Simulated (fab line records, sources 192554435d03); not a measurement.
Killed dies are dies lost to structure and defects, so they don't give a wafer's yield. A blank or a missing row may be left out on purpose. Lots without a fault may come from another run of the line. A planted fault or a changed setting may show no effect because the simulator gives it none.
Chamber matching | flow n5_finfet | N5_BEOL_M4_ETCH_77 on rie_diel-05: 4 sister chambers
The step etches underlayer in N2/H2, target depth 6.5 nm, time 5.2 s. 4 wafers are shown with their chamber, then 9 later ones without.

WAFERS WITH THEIR CHAMBER
wafer  | chamber | drypump_motor_current_A (A)
L087.6 | 1       | 6.6
L088.1 | 0       | 5.3
L088.5 | 3       | 5.1
L088.6 | 2       | 5.4

WAFERS WITHOUT THEIR CHAMBER
wafer  | drypump_motor_current_A (A)
L093.1 | 5.3
L093.3 | 6.6
L093.4 | 5.4
L096.1 | 5.5
L096.4 | 6.6
L096.5 | 5.3
L097.1 | 6.6
L097.4 | 5.3
L097.6 | 5.4

WHICH CHAMBER EACH WENT THROUGH
wafer  | from the rows above | in truth
L093.1 | 0                   | 0
L093.3 | 1                   | 1
L093.4 | 2                   | 2
L096.1 | 2                   | 2
L096.4 | 1                   | 1
L096.5 | 0                   | 0
L097.1 | 1                   | 1
L097.4 | 0                   | 0
L097.6 | 2                   | 2
Placed correctly: 9 of 9. Can't be placed from these rows: 0. Placed wrongly: 0.
How it was worked out, from the rows above alone: a wafer's distance from a chamber is the root of the sum, over the readings, of the square of ((its reading less the chamber's mean) divided by the reading's scatter). The wafer belongs to the nearest chamber; if the next one is less than 2 further off, it can't be placed. A chamber's mean is the mean of its shown wafers. The scatter: with one shown wafer a chamber, the root of the mean of the squares of how far each hidden wafer lies from its nearest shown one.
